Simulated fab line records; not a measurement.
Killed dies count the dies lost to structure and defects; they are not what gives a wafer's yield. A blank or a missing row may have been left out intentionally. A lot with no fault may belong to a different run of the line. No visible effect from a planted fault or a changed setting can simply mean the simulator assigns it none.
Commonality check across tools | flow nandHarc | Sampled: 11 lots, 33 wafers

== THE REASON FOR OPENING IT ==
On 3 of the 11 lots, a flag is raised at NHARC_THIN_TSV_CD_MEAS_12 on the reading cdNm. Wafers without a fault read 998.9 nm, standard deviation 1.7.
Rule: flag the lot when none of its wafers has a number, or when each of its wafers that has one lies beyond 4 standard deviations from that mean. As for the other lots, they are considered sound.

lot  | measured     | on       | cdNm (nm), wafer by wafer | flag
L775 | day 23 21:29 | cdSem-03 | 1002.2 1002.4 999.0       | 
L776 | day 24 10:05 | cdSem-01 | 998.5 999.1 998.3         | 
L777 | day 24 11:10 | cdSem-02 | 996.8 999.7 998.2         | 
L778 | day 25 21:57 | cdSem-01 | 1001.2 999.0 998.1        | 
L781 | day 26 15:43 | cdSem-02 | 995.7 997.2 998.1         | 
L788 | day 29 14:28 | cdSem-01 | 1014.1 1013.1 1013.2      | FLAGGED
L791 | day 30 08:12 | cdSem-02 | 1011.6 1009.5 1013.5      | FLAGGED
L793 | day 31 11:35 | cdSem-03 | 1007.5 1009.4 1008.9      | FLAGGED
L796 | day 32 18:25 | cdSem-03 | 996.3 997.3 998.2         | 
L798 | day 33 15:57 | cdSem-02 | 995.8 995.9 994.8         | 
L797 | day 33 17:03 | cdSem-01 | 1000.8 999.8 1000.5       | 
The numbers of the flagged lots are 1011.2 nm on average: +12.3 nm against the usual, or +7 standard deviations.

== WHICH TOOL RAN EACH LOT ==
4 process steps preceding the reading are held in the record, out of 1302 steps in the route. Cell contents, in order: the tool; ch with the chambers the sampled wafers went through; the start.
lot  | flag    | NHARC_A_BONDPAD_PRE_CLEAN_26           | NHARC_A_BONDPAD_ANNEAL_28       | NHARC_THIN_TSV_DEP_43           | NHARC_THIN_TSV_EXPOSE_09
L775 |         | pvdSputter-02, day 23 06:02 or earlier | rtpAnneal-01 ch 0, day 23 06:02 | pecvd-01 ch 0,1, day 23 20:47   | krfScanner-03 ch 0, day 23 21:20
L776 |         | pvdSputter-03, day 23 20:45 or earlier | rtpAnneal-01 ch 0, day 23 20:45 | pecvd-03 ch 0,1, day 24 09:18   | krfScanner-03 ch 0, day 24 09:56
L777 |         | pvdSputter-02, day 23 21:00 or earlier | rtpAnneal-02 ch 0, day 23 21:00 | pecvd-03 ch 1,2, day 24 10:31   | krfScanner-03 ch 0, day 24 11:01
L778 |         | pvdSputter-03, day 24 21:02 or earlier | rtpAnneal-01 ch 0, day 24 21:02 | pecvd-04 ch 0,1,2, day 25 21:17 | krfScanner-04 ch 0, day 25 21:48
L781 |         | pvdSputter-02, day 26 02:45 or earlier | rtpAnneal-01 ch 0, day 26 02:45 | pecvd-01 ch 0,1, day 26 14:53   | krfScanner-01 ch 0, day 26 15:34
L788 | FLAGGED | pvdSputter-01, day 28 23:54 or earlier | rtpAnneal-01 ch 0, day 28 23:54 | pecvd-03 ch 0,1,2, day 29 13:40 | krfScanner-03 ch 0, day 29 14:18
L791 | FLAGGED | pvdSputter-01, day 29 20:54 or earlier | rtpAnneal-01 ch 0, day 29 20:54 | pecvd-04 ch 0,1,2, day 30 07:28 | krfScanner-03 ch 0, day 30 08:02
L793 | FLAGGED | pvdSputter-01, day 30 22:28 or earlier | rtpAnneal-02 ch 0, day 30 22:28 | pecvd-04 ch 0,1,2, day 31 10:44 | krfScanner-03 ch 0, day 31 11:26
L796 |         | pvdSputter-02, day 32 05:31 or earlier | rtpAnneal-01 ch 0, day 32 05:31 | pecvd-03 ch 0,1, day 32 17:43   | krfScanner-01 ch 0, day 32 18:16
L798 |         | pvdSputter-03, day 33 02:19 or earlier | rtpAnneal-01 ch 0, day 33 02:19 | pecvd-03 ch 1,2, day 33 15:15   | krfScanner-04 ch 0, day 33 15:48
L797 |         | pvdSputter-01, day 33 03:19 or earlier | rtpAnneal-02 ch 0, day 33 03:19 | pecvd-01 ch 0,1,2, day 33 16:22 | krfScanner-04 ch 0, day 33 16:53
These steps, and what they do:
- NHARC_A_BONDPAD_PRE_CLEAN_26: time 30 s.
- NHARC_A_BONDPAD_ANNEAL_28: time 90 s.
- NHARC_THIN_TSV_DEP_43: deposits SiO2, target thk 1328.5 nm.
- NHARC_THIN_TSV_EXPOSE_09: exposes mask TSV.
- NHARC_THIN_TSV_CD_MEAS_12: target cd 1000 nm.

== FLAGGED AGAINST TOTAL, ONE TOOL AT A TIME (gauges that did the reading follow at the end) ==
step                         | tool          | lots run | flagged | share of the flagged lots | sound lots run after its first flagged lot
NHARC_A_BONDPAD_PRE_CLEAN_26 | pvdSputter-01 | 4        | 3       | all                       | 1 (L797)
NHARC_A_BONDPAD_PRE_CLEAN_26 | pvdSputter-02 | 4        | 0       | none                      | -
NHARC_A_BONDPAD_PRE_CLEAN_26 | pvdSputter-03 | 3        | 0       | none                      | -
NHARC_A_BONDPAD_ANNEAL_28    | rtpAnneal-01  | 8        | 2       | some                      | 2 (L796,L798)
NHARC_A_BONDPAD_ANNEAL_28    | rtpAnneal-02  | 3        | 1       | some                      | 1 (L797)
NHARC_THIN_TSV_DEP_43        | pecvd-01      | 3        | 0       | none                      | -
NHARC_THIN_TSV_DEP_43        | pecvd-03      | 5        | 1       | some                      | 2 (L796,L798)
NHARC_THIN_TSV_DEP_43        | pecvd-04      | 3        | 2       | some                      | 0
NHARC_THIN_TSV_EXPOSE_09     | krfScanner-01 | 2        | 0       | none                      | -
NHARC_THIN_TSV_EXPOSE_09     | krfScanner-03 | 6        | 3       | all                       | 0
NHARC_THIN_TSV_EXPOSE_09     | krfScanner-04 | 3        | 0       | none                      | -
NHARC_THIN_TSV_CD_MEAS_12    | cdSem-01      | 4        | 1       | some                      | 1 (L797)
NHARC_THIN_TSV_CD_MEAS_12    | cdSem-02      | 4        | 1       | some                      | 1 (L798)
NHARC_THIN_TSV_CD_MEAS_12    | cdSem-03      | 3        | 1       | some                      | 1 (L796)
Because NHARC_A_BONDPAD_PRE_CLEAN_26 lacks a start for some lots, the hours and order of its lots are taken from NHARC_A_BONDPAD_ANNEAL_28.

== WHAT THE TABLE ALLOWS ==
Table rows that saw every flagged lot: 2, namely pvdSputter-01 at NHARC_A_BONDPAD_PRE_CLEAN_26 and krfScanner-03 at NHARC_THIN_TSV_EXPOSE_09.
- pvdSputter-01 at NHARC_A_BONDPAD_PRE_CLEAN_26: 3 of its 4 lots flagged. Sound lots ran on it after the first flagged one (L797), which a lasting fault on the whole tool wouldn't allow.
- krfScanner-03 at NHARC_THIN_TSV_EXPOSE_09: 3 of its 6 lots flagged. Its last sound lot is L777 (day 24 11:01), its first flagged lot L788 (day 29 14:18): a fault that began between those two fits. Its own readings (exposureDoseMJCm2) fall more than 4 standard deviations out on all wafers of the flagged lots.
One tool is left: krfScanner-03 at NHARC_THIN_TSV_EXPOSE_09.

== WHAT WAS PUT IN BY THE SIMULATOR ==
Process parameter drift: krfScanner-03, from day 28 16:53 on, at NHARC_THIN_TSV_EXPOSE_09. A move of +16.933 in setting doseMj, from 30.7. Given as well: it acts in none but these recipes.
Shown lots that were struck: L788, L791, L793. The rule given above showed the same thing.
